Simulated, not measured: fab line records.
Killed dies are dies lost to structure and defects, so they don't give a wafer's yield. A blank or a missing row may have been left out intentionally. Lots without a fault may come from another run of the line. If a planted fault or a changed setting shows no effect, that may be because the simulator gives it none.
fab line records	flow n5-finfet	part 1 of 2: steps 1 to 21 of 30
record lots=5	wafers=15	last-day=19
route steps=1938 shown SDB@370 DUMMY_REMOVAL@377 HKMG_FIN@385
lots untouched by any fault: they come from a run of this same line in which no faults occurred
start-h: hours from the record's opening day to when the first of the lot's shown wafers began	wait-h: time in hours since the lot's previous step	" repeats the value in the row above	L1.1+2: several wafers, shown together as one row	- value missing, or start not given	* or withheld: withheld	< > ~ a bound
route shown NAME@n: a module of which the file shows steps, and the number in the route of the first	usual: average and standard deviation across the fault-free wafers	same: alike in all rows	chamber/n: place in a boat	sites: readings site by site	_std_site: the values' standard deviation	_edge_site: outer sites' mean less inner sites'	radius-mm: how far each site lies from the wafer's centre	mask NAME#n: copy n	behind: the tool/chamber that last shaped the wafer	hold: what put the lot on hold/how long, in hours/how the hold closed	device: names the non-switching transistor (n, p or np)	end of line: the tests these same wafers got at the end of their route	for a step that has no rows: nothing shown but its recipe	killed: not the wafer's yield, but the dies lost to structure and defects at the first sort	map: the dies of a wafer, with x for killed, . for not killed, _ for no die there
set.NAME: the run value of the setting; set.NAME@STEP: its run value at that earlier step	model.NAME: the simulator's own value behind a step, which no gauge read
a table for each step, a row for each wafer; lots at some steps of the route
services: when a tool's chamber went out of use (start-h, in hours from the record's first day, below 0 if earlier), for how many hours, and the reason
## steps
# step N5_SDB_PRECLEAN_38
# recipe chemistry=dHF	time-s=10	dilution=750:1	temp-c=25
# usual temp-c=25.01/0.1
lot.wafer	tool	chamber	start-h	wait-h	temp-c
L077.3	wet-bench-01	7	84.82	0.1	25.09
L077.5	"	3	"	"	24.86
L077.6	"	1	"	"	25.31
L082.1	wet-bench-06	6	118.02	0.1	24.85
L082.2	"	1	"	"	24.89
L082.5	"	7	"	"	25.05
L085.1	wet-bench-06	5	132.72	0.1	25.16
L085.3	"	7	"	"	24.89
L085.5	"	6	"	"	24.97
L088.2	wet-bench-01	6	148.65	0.1	24.84
L088.3	"	7	"	"	24.96
L088.6	"	0	"	"	24.89
L096.2	wet-bench-01	3	206.34	0.1	25.11
L096.5	"	4	"	"	25.19
L096.6	"	7	"	"	24.93
# step N5_SDB_PRECLEAN_39
# recipe chemistry=O3/DIW	time-s=45	temp-c=22	o3-ppm=10
# usual temp-c=21.99/0.094
lot.wafer	tool	chamber	start-h	wait-h	temp-c
L077.3	wet-bench-01	7	84.83	0.0	22.16
L077.5	"	3	"	"	22.08
L077.6	"	1	"	"	21.94
L082.1	wet-bench-06	6	118.02	0.0	22.20
L082.2	"	1	"	"	21.89
L082.5	"	7	"	"	21.93
L085.1	wet-bench-06	5	132.73	0.0	22.14
L085.3	"	7	"	"	22.09
L085.5	"	6	"	"	21.98
L088.2	wet-bench-01	6	148.66	0.0	22.06
L088.3	"	7	"	"	22.03
L088.6	"	0	"	"	22.03
L096.2	wet-bench-01	3	206.34	0.0	22.11
L096.5	"	4	"	"	22.04
L096.6	"	7	"	"	21.96
# step N5_SDB_SRD_28
# recipe dry=ipa-marangoni	time-s=30	temp-c=23	rinse-liquid=diw
# usual temp-c=22.99/0.096
lot.wafer	tool	chamber	start-h	wait-h	temp-c
L077.3	wet-bench-01	7	84.84	0.0	22.93
L077.5	"	3	"	"	22.89
L077.6	"	1	"	"	23.00
L082.1	wet-bench-06	6	118.04	0.0	23.00
L082.2	"	1	"	"	22.88
L082.5	"	7	"	"	23.03
L085.1	wet-bench-06	5	132.74	0.0	22.91
L085.3	"	7	"	"	22.78
L085.5	"	6	"	"	23.06
L088.2	wet-bench-01	6	148.67	0.0	23.00
L088.3	"	7	"	"	22.87
L088.6	"	0	"	"	23.02
L096.2	wet-bench-01	3	206.35	0.0	23.07
L096.5	"	4	"	"	23.10
L096.6	"	7	"	"	22.85
# step N5_SDB_ALD_29
# recipe material=SiNx	target-thk-a=300	temp-c=400	ald-precursor-family=SiH2I2	ald-co-reactant=N2/H2-plasma	pulse-time-s=1	ald-cycles=600	purge-time-s=2	co-reactant-purge-time-s=2	pressure-torr=2
# usual heater-power-outer-w=518/54	heater-power-w=848/60	precursor-pulse-height-rel=1.000/0.021
lot.wafer	tool	chamber	start-h	wait-h	heater-power-outer-w	heater-power-w	precursor-pulse-height-rel
L077.3	ald-sin-03	3	84.89	0.0	577	887	0.999
L077.5	"	0	86.24	1.4	522	843	1.022
L077.6	"	1	"	"	532	817	1.019
L082.1	ald-sin-01	2	118.19	0.1	383	718	1.003
L082.2	"	1	"	"	521	875	0.985
L082.5	"	1	119.54	1.5	533	876	0.981
L085.1	ald-sin-01	3	132.83	0.1	503	810	0.978
L085.3	"	1	"	"	531	892	0.970
L085.5	"	1	134.18	1.4	558	893	1.014
L088.2	ald-sin-03	0	149.03	0.3	534	857	0.975
L088.3	"	1	"	"	541	831	0.995
L088.6	"	2	150.38	1.7	454	761	0.992
L096.2	ald-sin-04	2	206.44	0.1	491	833	1.039
L096.5	"	0	207.79	1.4	592	935	0.992
L096.6	"	1	"	"	501	869	1.008
# step N5_SDB_CMP_30
# recipe stop-on=poly-Si	t-overpolish-s=1.54	post-cmp-clean=alkaline-brush	down-force-psi=4.1491	platen-rpm=51.796	pad-velocity-m-s=1.0306	target-thk-nm=30
# usual motor-current-A=12.2/1.5	overpolish-run-s=1.540/0.0089	time-to-endpoint-s=18.1/2.6
lot.wafer	tool	chamber	start-h	wait-h	motor-current-A	overpolish-run-s	time-to-endpoint-s
L077.3	cmp-01	1	87.74	1.5	10.9	1.547	12.6
L077.5	"	2	"	"	12.0	1.552	16.2
L077.6	"	3	"	"	12.4	1.543	13.9
L082.1	cmp-03	0	120.92	1.4	12.9	1.552	16.2
L082.2	"	3	"	"	10.9	1.552	19.3
L082.5	"	0	"	"	12.5	1.535	15.2
L085.1	cmp-01	1	135.60	1.4	10.5	1.539	14.5
L085.3	"	2	"	"	13.3	1.529	17.1
L085.5	"	0	"	"	11.6	1.522	21.3
L088.3	cmp-01	2	151.76	1.4	13.1	1.555	19.9
L088.2	"	1	"	"	10.3	1.531	20.9
L088.6	"	2	"	"	12.4	1.547	19.2
L096.2	cmp-01	2	209.18	1.4	13.0	1.535	17.7
L096.6	"	2	"	"	12.9	1.541	19.2
L096.5	"	3	"	"	11.2	1.534	17.3
# step N5_SDB_THK_MEAS_31
# recipe reads=a-Si_of_DUMMY_GATE_CVD_03
# usual SDB_THK=64.5/1.2
lot.wafer	tool	chamber	start-h	wait-h	SDB_THK[nm]
L077.3	film-metro-02	-	87.92	-	63.8
L077.5	"	-	"	"	63.5
L077.6	"	-	"	"	64.0
L082.1	film-metro-01	-	121.21	-	63.8
L082.2	"	-	"	"	65.7
L082.5	"	-	"	"	64.7
L085.1	film-metro-02	-	135.86	-	64.2
L085.3	"	-	"	"	64.7
L085.5	"	-	"	"	65.9
L088.2	film-metro-02	-	152.06	-	62.4
L088.3	"	-	"	"	65.1
L088.6	"	-	"	"	65.9
L096.2	film-metro-02	-	209.47	-	64.9
L096.5	"	-	"	"	62.0
L096.6	"	-	"	"	64.2
# step N5_SDB_INSPECT_36
# recipe inspect-instrument=darkfield	mode=post-cmp
# usual raw-defect-count=39/16
lot.wafer	tool	chamber	start-h	wait-h	raw-defect-count
L077.3	defect-inspect-01	-	87.95	0.0	22
L077.5	"	-	"	"	50
L077.6	"	-	"	"	43
L082.1	defect-inspect-01	-	121.24	0.0	45
L082.2	"	-	"	"	45
L082.5	"	-	"	"	33
L085.1	defect-inspect-01	-	135.88	0.0	49
L085.3	"	-	"	"	52
L085.5	"	-	"	"	19
L088.2	defect-inspect-02	-	152.08	0.0	22
L088.3	"	-	"	"	59
L088.6	"	-	"	"	33
L096.2	defect-inspect-01	-	209.50	0.0	49
L096.5	"	-	"	"	48
L096.6	"	-	"	"	44
# step N5_DUMMY_REMOVAL_HM_STRIP_01
# recipe chemistry=CH3F/O2	material=SiNx	target-depth-a=40	stop-on=poly-Si	time-s=6.8	over-etch-frac=0.3	ion-energy-ev=60	power-w=410	bias-w=29	Ar_flow_sccm=150	CH3F_flow_sccm=30	O2_flow_sccm=20
# usual drypump-motor-current-A=5.5/0.38	oes-product-au=0.63/0.061	rf-vpp-V=127.8/1	showerhead-plenum-p-Torr=2.04/0.062	throttle-valve-pct=16.46/0.19
# same over-etch-frac=0.3
lot.wafer	tool	chamber	start-h	wait-h	drypump-motor-current-A	oes-product-au	rf-hours-counter-h	rf-vpp-V	showerhead-plenum-p-Torr	throttle-valve-pct
L077.3	rie-diel-04	0	87.98	0.0	5.4	0.62	161	128.3	2.09	16.16
L077.5	"	3	"	"	5.4	0.57	-	126.4	1.97	16.57
L077.6	"	0	"	"	5.4	0.62	-	127.1	2.09	16.16
L082.1	rie-diel-04	0	121.27	0.0	5.5	0.61	171	127.8	2.09	16.15
L082.2	"	2	"	"	5.0	0.56	247	126.7	2.06	16.83
L082.5	"	2	"	"	5.0	0.56	-	127.0	2.06	16.83
L085.1	rie-diel-02	3	135.92	0.0	5.7	0.79	1	128.1	2.15	16.22
L085.3	"	2	"	"	5.7	0.61	143	127.1	2.09	16.32
L085.5	"	3	"	"	5.7	0.78	-	128.7	2.15	16.22
L088.2	rie-diel-04	3	152.11	0.0	5.4	0.56	220	127.4	1.97	16.62
L088.3	"	1	"	"	5.0	0.63	139	128.7	2.09	16.38
L088.6	"	1	"	"	5.0	0.63	-	129.8	2.09	16.41
L096.2	rie-diel-02	2	209.53	0.0	5.8	0.61	161	126.6	2.08	16.38
L096.5	"	1	"	"	6.1	0.71	-	127.6	2.04	16.63
L096.6	"	0	"	"	5.6	0.63	-	126.2	2.03	16.49
# step N5_DUMMY_REMOVAL_STRIP_10
# recipe chemistry=N2/H2	time-s=40	power-w=100	temp-c=40	pressure-mtorr=100	rf-frequency-hz=6e+07	bias-power-w=3	n2-flow-sccm=300	h2-flow-sccm=300
# usual drypump-motor-current-A=5.5/0.38	oes-product-au=0.78/0.08	rf-vpp-V=45.4/0.9	showerhead-plenum-p-Torr=3.44/0.098	temp-c=40.00/0.11	throttle-valve-pct=12.32/0.24
lot.wafer	tool	chamber	start-h	wait-h	drypump-motor-current-A	oes-product-au	rf-hours-counter-h	rf-vpp-V	showerhead-plenum-p-Torr	temp-c	throttle-valve-pct
L077.3	rie-diel-04	0	88.01	0.0	5.5	0.76	161	45.2	3.51	39.91	12.09
L077.5	"	3	"	"	5.4	0.69	-	45.5	3.37	40.13	12.60
L077.6	"	0	"	"	5.5	0.75	-	45.9	3.52	39.90	12.08
L082.1	rie-diel-04	0	121.31	0.0	5.5	0.75	171	46.6	3.51	40.08	12.12
L082.2	"	2	"	"	5.0	0.67	247	47.1	3.45	39.96	12.66
L082.5	"	2	"	"	5.0	0.67	-	47.4	3.45	40.02	12.65
L085.1	rie-diel-02	3	135.95	0.0	5.7	0.98	1	46.1	3.61	40.15	11.89
L085.3	"	2	"	"	5.7	0.76	143	45.5	3.52	40.09	12.24
L085.5	"	3	"	"	5.7	0.97	-	44.8	3.61	40.06	11.87
L088.2	rie-diel-04	3	152.15	0.0	5.4	0.68	220	44.8	3.36	40.09	12.66
L088.3	"	1	"	"	5.0	0.75	139	45.9	3.50	40.09	12.21
L088.6	"	1	"	"	5.0	0.77	-	43.7	3.50	40.15	12.21
L096.2	rie-diel-02	2	209.56	0.0	5.8	0.75	161	45.6	3.51	40.09	12.26
L096.5	"	1	"	"	6.1	0.88	-	45.2	3.43	39.91	12.34
L096.6	"	0	"	"	5.6	0.78	-	45.3	3.42	40.04	12.31
# step N5_DUMMY_REMOVAL_PRECLEAN_07
# recipe chemistry=dHF	time-s=30	temp-c=25	dilution=withheld
# usual temp-c=25.01/0.088
lot.wafer	tool	chamber	start-h	wait-h	temp-c
L077.3	wet-bench-03	7	88.11	0.1	25.04
L077.5	"	6	"	"	25.00
L077.6	"	2	"	"	24.97
L082.1	wet-bench-05	3	121.40	0.1	25.12
L082.2	"	7	"	"	24.88
L082.5	"	2	"	"	24.93
L085.1	wet-bench-03	5	136.04	0.1	25.18
L085.3	"	0	"	"	24.82
L085.5	"	4	"	"	24.99
L088.2	wet-bench-05	0	152.24	0.1	24.97
L088.3	"	1	"	"	24.91
L088.6	"	4	"	"	25.00
L096.2	wet-bench-03	5	209.66	0.1	25.00
L096.5	"	0	"	"	25.09
L096.6	"	2	"	"	25.05
# step N5_DUMMY_REMOVAL_DUMMY_REMOVE_02
# recipe chemistry=TMAH	temp-c=70	target=poly-Si	stop-on=SiO2	target-depth-nm=142	conc-wt-pct=5	time-s=57	dry=ipa-marangoni	rinse-time-s=30	rinse-temp-c=23
# usual temp-c=70.00/0.12
lot.wafer	tool	chamber	start-h	wait-h	temp-c
L077.3	wet-bench-03	7	88.12	0.0	70.00
L077.5	"	6	"	"	69.91
L077.6	"	2	"	"	69.85
L082.1	wet-bench-05	3	121.41	0.0	69.93
L082.2	"	7	"	"	70.00
L082.5	"	2	"	"	69.95
L085.1	wet-bench-03	5	136.07	0.0	69.89
L085.3	"	0	"	"	70.08
L085.5	"	4	"	"	70.11
L088.2	wet-bench-05	0	152.25	0.0	69.84
L088.3	"	1	"	"	69.94
L088.6	"	4	"	"	70.05
L096.2	wet-bench-03	5	209.67	0.0	70.06
L096.5	"	0	"	"	70.06
L096.6	"	2	"	"	69.90
# step N5_DUMMY_REMOVAL_INSPECT_06
# recipe inspect-instrument=brightfield	mode=aei
# usual raw-defect-count=13/6.4
lot.wafer	tool	chamber	start-h	wait-h	raw-defect-count
L077.3	defect-inspect-02	-	88.18	0.0	11
L077.5	"	-	"	"	14
L077.6	"	-	"	"	20
L082.1	defect-inspect-02	-	121.47	0.0	4
L082.2	"	-	"	"	23
L082.5	"	-	"	"	9
L085.1	defect-inspect-01	-	136.16	0.0	12
L085.3	"	-	"	"	20
L085.5	"	-	"	"	11
L088.2	defect-inspect-02	-	152.31	0.0	15
L088.3	"	-	"	"	12
L088.6	"	-	"	"	8
L096.2	defect-inspect-01	-	209.73	0.0	13
L096.5	"	-	"	"	13
L096.6	"	-	"	"	11
# step N5_DUMMY_REMOVAL_PRECLEAN_08
# recipe chemistry=NF3:NH3	afs-cycles=2	temp-c=30	time-s=20	sublimation-temp-c=180	sublimation-time-s=60	pressure-torr=3	rf-power-w=30
# usual pressure-torr=3.001/0.0058	temp-c=30.02/0.1
# same sublimation-time-s=60
lot.wafer	tool	chamber	start-h	wait-h	pressure-torr	temp-c
L077.3	remote-plasma-02	1	88.27	0.1	3.015	29.96
L077.5	"	1	"	"	3.007	30.09
L077.6	"	1	"	"	3.002	30.05
L082.1	remote-plasma-01	1	121.51	0.0	3.011	29.90
L082.2	"	1	"	"	3.004	29.89
L082.5	"	1	"	"	3.005	30.03
L085.1	remote-plasma-02	0	136.20	0.0	3.005	30.13
L085.3	"	0	"	"	3.012	30.05
L085.5	"	0	"	"	3.005	30.28
L088.2	remote-plasma-01	1	152.41	0.1	2.997	29.90
L088.3	"	1	"	"	3.007	30.12
L088.6	"	1	"	"	2.999	30.00
L096.2	remote-plasma-02	1	209.79	0.1	3.009	30.20
L096.5	"	1	"	"	3.006	30.09
L096.6	"	1	"	"	2.999	30.05
# step N5_DUMMY_REMOVAL_PRECLEAN_04
# recipe chemistry=DHF	time-s=37	temp-c=25	dilution=500:1
# usual temp-c=25.02/0.11
lot.wafer	tool	chamber	start-h	wait-h	temp-c
L077.3	wet-bench-03	5	88.42	0.1	24.94
L077.5	"	2	"	"	24.72
L077.6	"	6	"	"	25.12
L082.1	wet-bench-05	1	121.72	0.2	24.99
L082.2	"	6	"	"	24.92
L082.5	"	5	"	"	24.99
L085.1	wet-bench-02	4	136.41	0.2	25.18
L085.3	"	5	"	"	25.15
L085.5	"	2	"	"	24.87
L088.2	wet-bench-02	5	152.74	0.3	25.05
L088.3	"	6	"	"	25.10
L088.6	"	7	"	"	25.19
L096.2	wet-bench-05	5	209.99	0.2	25.02
L096.5	"	2	"	"	24.89
L096.6	"	4	"	"	24.91
# step N5_DUMMY_REMOVAL_SRD_05
# recipe dry=ipa-marangoni	do-ppb=5	time-s=30	temp-c=23	rinse-liquid=diw
# usual temp-c=22.99/0.11
lot.wafer	tool	chamber	start-h	wait-h	temp-c
L077.3	wet-bench-03	5	88.44	0.0	22.90
L077.5	"	2	"	"	23.06
L077.6	"	6	"	"	22.95
L082.1	wet-bench-05	1	121.73	0.0	23.11
L082.2	"	6	"	"	22.93
L082.5	"	5	"	"	22.96
L085.1	wet-bench-02	4	136.42	0.0	23.07
L085.3	"	5	"	"	22.91
L085.5	"	2	"	"	22.89
L088.2	wet-bench-02	5	152.77	0.0	23.16
L088.3	"	6	"	"	22.96
L088.6	"	7	"	"	23.03
L096.2	wet-bench-05	5	210.00	0.0	23.12
L096.5	"	2	"	"	22.89
L096.6	"	4	"	"	23.00
# step N5_HKMG_FIN_IL_REGROW_00
# recipe material=SiO2	target-thk-a=7.5	chemistry=O3	temp-c=withheld	time-s=30
lot.wafer	tool	chamber	start-h	wait-h
L077.3+5+6	ald-hk-02	2,1,2	88.48	0.0
L082.1+2+5	ald-hk-03	3,0,3	121.78	0.0
L085.1+3+5	ald-hk-02	2,0,0	136.47	0.0
L088.2+3+6	ald-hk-02	1,0,2	152.83	0.0
L096.2+5+6	ald-hk-01	0,1,2	210.05	0.0
# step N5_HKMG_FIN_HK_ALD_01
# recipe material=HfO2	target-thk-a=16	temp-c=withheld	ald-precursor-family=HfCl4	ald-co-reactant=H2O	pulse-time-s=3	purge-time-s=3	co-reactant-purge-time-s=2.5	co-reactant-pulse-time-s=0.3	ald-cycles=30
# usual precursor-pulse-height-rel=0.998/0.019
lot.wafer	tool	chamber	start-h	wait-h	precursor-pulse-height-rel
L077.3	ald-hk-02	2	88.53	0.0	0.998
L077.5	"	1	"	"	0.996
L077.6	"	2	"	"	1.000
L082.1	ald-hk-03	3	121.83	0.0	0.996
L082.2	"	0	"	"	0.998
L082.5	"	3	"	"	0.992
L085.1	ald-hk-02	2	136.52	0.0	0.996
L085.3	"	0	"	"	1.016
L085.5	"	0	"	"	1.004
L088.2	ald-hk-02	1	152.88	0.0	0.999
L088.3	"	0	"	"	0.995
L088.6	"	2	"	"	1.009
L096.2	ald-hk-01	0	210.10	0.0	1.008
L096.5	"	1	"	"	0.978
L096.6	"	2	"	"	0.979
# step N5_HKMG_FIN_HK_ANNEAL_02
# recipe temp-c=700	time-s=30	ambient=N2	idle-temp-c=600	ramp-up-c-per-s=150	ramp-down-c-per-s=60	cool-to-c=600
# usual lamp-power-pct=8.79/0.058	lamp_zone_7_pct=9.194/0.011	wafer_temp_C_max=702.9/0.67
lot.wafer	tool	chamber	start-h	wait-h	lamp-power-pct	lamp_zone_7_pct	wafer_temp_C_max
L077.3	rtp-anneal-02	0	88.78	0.2	8.79	9.204	703.7
L077.5	"	0	"	"	8.83	9.204	702.5
L077.6	"	0	"	"	8.85	9.209	703.3
L082.1	rtp-anneal-01	0	122.01	0.1	8.77	9.190	703.6
L082.2	"	0	"	"	8.80	9.191	702.2
L082.5	"	0	"	"	8.85	9.199	702.9
L085.1	rtp-anneal-01	0	136.73	0.1	8.83	9.194	702.3
L085.3	"	0	"	"	8.82	9.192	703.0
L085.5	"	0	"	"	8.91	9.207	703.6
L088.2	rtp-anneal-02	0	153.10	0.1	8.76	9.188	702.9
L088.3	"	0	"	"	8.81	9.182	703.2
L088.6	"	0	"	"	8.86	9.176	702.8
L096.2	rtp-anneal-01	0	210.31	0.1	8.79	9.199	703.6
L096.5	"	0	"	"	8.83	9.187	702.2
L096.6	"	0	"	"	8.70	9.207	701.9
# step N5_HKMG_FIN_ALD_74
# recipe material=La2O3	target-thk-a=5	temp-c=250	ald-precursor-family=La-Cp	ald-co-reactant=O3	pulse-time-s=6	co-reactant-pulse-time-s=1	purge-time-s=3	co-reactant-purge-time-s=3
# usual heater-power-outer-w=180/26	heater-power-w=344/42	precursor-pulse-height-rel=0.999/0.019
lot.wafer	tool	chamber	start-h	wait-h	heater-power-outer-w	heater-power-w	precursor-pulse-height-rel
L077.3	ald-hk-03	2	88.93	0.1	155	300	0.978
L077.5	"	2	"	"	161	294	0.989
L077.6	"	3	"	"	189	358	1.002
L082.1	ald-hk-02	1	122.23	0.2	158	316	0.965
L082.2	"	3	"	"	230	409	1.026
L082.5	"	1	"	"	161	312	0.974
L085.1	ald-hk-01	1	136.95	0.2	161	339	1.000
L085.3	"	3	"	"	219	414	1.004
L085.5	"	0	"	"	182	344	1.021
L088.2	ald-hk-03	3	153.28	0.2	192	350	0.969
L088.3	"	0	"	"	186	344	1.016
L088.6	"	0	"	"	177	340	1.019
L096.2	ald-hk-02	2	210.51	0.2	128	244	1.035
L096.5	"	0	"	"	154	321	1.002
L096.6	"	3	"	"	226	412	0.982
# step N5_HKMG_FIN_ALD_75
# recipe material=Al2O3	target-thk-a=10	temp-c=150	ald-precursor-family=TMA	ald-co-reactant=H2O	pulse-time-s=withheld	co-reactant-pulse-time-s=1
# usual heater-power-outer-w=75/11	heater-power-w=148/19	precursor-pulse-height-rel=1.000/0.018
lot.wafer	tool	chamber	start-h	wait-h	heater-power-outer-w	heater-power-w	precursor-pulse-height-rel
L077.3	ald-hk-03	2	89.01	0.0	65	128	0.953
L077.5	"	2	"	"	65	128	1.009
L077.6	"	3	"	"	79	153	0.990
L082.1	ald-hk-02	1	122.31	0.0	64	134	0.990
L082.2	"	3	"	"	94	180	1.007
L082.5	"	1	"	"	67	134	0.988
L085.1	ald-hk-01	1	137.03	0.0	67	143	0.998
L085.3	"	3	"	"	90	174	0.972
L085.5	"	0	"	"	74	146	0.979
L088.2	ald-hk-03	3	153.36	0.0	80	152	0.975
L088.3	"	0	"	"	77	144	1.002
L088.6	"	0	"	"	75	146	1.012
L096.2	ald-hk-02	2	210.59	0.0	55	110	0.998
L096.5	"	0	"	"	64	143	0.992
L096.6	"	3	"	"	96	181	1.013
# step N5_HKMG_FIN_COAT_41
# recipe resist=SOC	temp-c=250	time-s=60	spin-rpm=1500	resist-thk-nm=300
# usual chill-plate-temp-C=23.04/0.092	plate-temp-C=250.00/0.19
lot.wafer	tool	chamber	start-h	wait-h	chill-plate-temp-C	plate-temp-C
L077.3	litho-track-04	0	89.11	-	23.09	250.09
L077.5	"	0	"	"	22.99	249.79
L077.6	"	0	"	"	23.08	249.90
L082.1	litho-track-04	0	122.40	-	23.15	249.88
L082.2	"	0	"	"	23.06	250.00
L082.5	"	0	"	"	22.98	249.96
L085.1	litho-track-01	0	137.12	-	22.93	249.78
L085.3	"	0	"	"	22.92	249.86
L085.5	"	0	"	"	23.00	249.92
L088.2	litho-track-04	0	153.46	-	22.99	249.80
L088.3	"	0	"	"	22.93	249.78
L088.6	"	0	"	"	22.99	249.50
L096.2	litho-track-02	0	210.69	-	23.30	250.15
L096.5	"	0	"	"	23.10	250.46
L096.6	"	0	"	"	23.07	250.21
